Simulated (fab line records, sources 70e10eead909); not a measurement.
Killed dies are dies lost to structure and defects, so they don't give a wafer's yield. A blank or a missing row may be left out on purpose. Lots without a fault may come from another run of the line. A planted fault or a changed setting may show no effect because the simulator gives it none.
Chamber matching | flow nand_harc | NHARC_A_CONTACT_DESCUM_47 on rie_diel-04: 4 sister chambers
The step chemistry O2, time 3 s. 24 wafers are shown with their chamber, then 12 later ones without.

WAFERS WITH THEIR CHAMBER
wafer  | chamber | showerhead_plenum_p_Torr (Torr) | drypump_motor_current_A (A) | oes_product_au (a.u.)
L075.2 | 2       | 2.03                            | 5.62                        | 0.999
L075.5 | 1       | 2.02                            | 5.49                        | 0.998
L075.6 | 0       | 2.01                            | 5.79                        | 0.995
L074.2 | 2       | 2.03                            | 5.62                        | 1.001
L074.3 | 3       | 1.88                            | 5.94                        | 0.989
L074.6 | 0       | 2.01                            | 5.78                        | 0.971
L076.1 | 3       | 1.88                            | 5.94                        | 0.989
L076.3 | 1       | 2.02                            | 5.52                        | 0.996
L076.5 | 3       | 1.88                            | 5.91                        | 0.988
L078.2 | 3       | 1.88                            | 5.91                        | 0.992
L078.5 | 3       | 1.88                            | 5.93                        | 0.989
L078.6 | 0       | 2.01                            | 5.78                        | 1.004
L079.1 | 3       | 1.88                            | 5.93                        | 0.989
L079.5 | 1       | 2.01                            | 5.49                        | 1.004
L079.6 | 2       | 2.03                            | 5.63                        | 0.996
L084.3 | 3       | 1.88                            | 5.94                        | 0.986
L084.5 | 2       | 2.03                            | 5.63                        | 0.993
L084.6 | 3       | 1.88                            | 5.95                        | 0.983
L086.1 | 2       | 2.03                            | 5.62                        | 1.004
L086.2 | 3       | 1.88                            | 5.92                        | 0.981
L086.6 | 0       | 2.01                            | 5.79                        | 0.990
L085.1 | 0       | 2.01                            | 5.78                        | 1.005
L085.2 | 2       | 2.03                            | 5.60                        | 1.011
L085.3 | 3       | 1.88                            | 5.96                        | 0.988

SIGNATURES (means of the wafers above)
reading                  | chamber 0 | chamber 1 | chamber 2 | chamber 3 | scatter within a chamber
showerhead_plenum_p_Torr | 2.0100    | 2.0167    | 2.0300    | 1.8800    | 0.00183
drypump_motor_current_A  | 5.7840    | 5.5000    | 5.6200    | 5.9330    | 0.0137
oes_product_au           | 0.99300   | 0.99933   | 1.00067   | 0.98740   | 0.00739
Rule: a wafer's distance from a chamber is the root of the sum, over the readings, of the square of ((its reading less the chamber's mean) divided by the reading's scatter). The wafer belongs to the nearest chamber; if the next one is less than 2 further off, it can't be placed. The scatter: the root of (the sum of the squares of (reading less its chamber's mean) over the shown wafers, divided by (wafers less chambers)).

WAFERS WITHOUT THEIR CHAMBER
wafer  | showerhead_plenum_p_Torr (Torr) | drypump_motor_current_A (A) | oes_product_au (a.u.)
L091.2 | 1.87                            | 5.95                        | 0.988
L091.5 | 2.03                            | 5.61                        | 1.010
L091.6 | 2.01                            | 5.50                        | 1.002
L093.1 | 2.02                            | 5.62                        | 1.006
L093.3 | 1.87                            | 5.91                        | 0.993
L093.6 | 1.87                            | 5.94                        | 0.982
L094.1 | 2.01                            | 5.51                        | 1.001
L094.3 | 2.00                            | 5.81                        | 1.013
L094.4 | 2.02                            | 5.61                        | 1.016
L095.1 | 2.02                            | 5.63                        | 1.010
L095.2 | 2.00                            | 5.79                        | 0.998
L095.3 | 2.01                            | 5.54                        | 0.999

WHICH CHAMBER EACH WENT THROUGH
wafer  | from the rows above | in truth
L091.2 | 3                   | 3
L091.5 | 2                   | 2
L091.6 | 1                   | 1
L093.1 | 2                   | 2
L093.3 | 3                   | 3
L093.6 | 3                   | 3
L094.1 | 1                   | 1
L094.3 | 0                   | 0
L094.4 | 2                   | 2
L095.1 | 2                   | 2
L095.2 | 0                   | 0
L095.3 | 1                   | 1
Placed correctly: 12 of 12. Can't be placed from these rows: 0. Placed wrongly: 0.
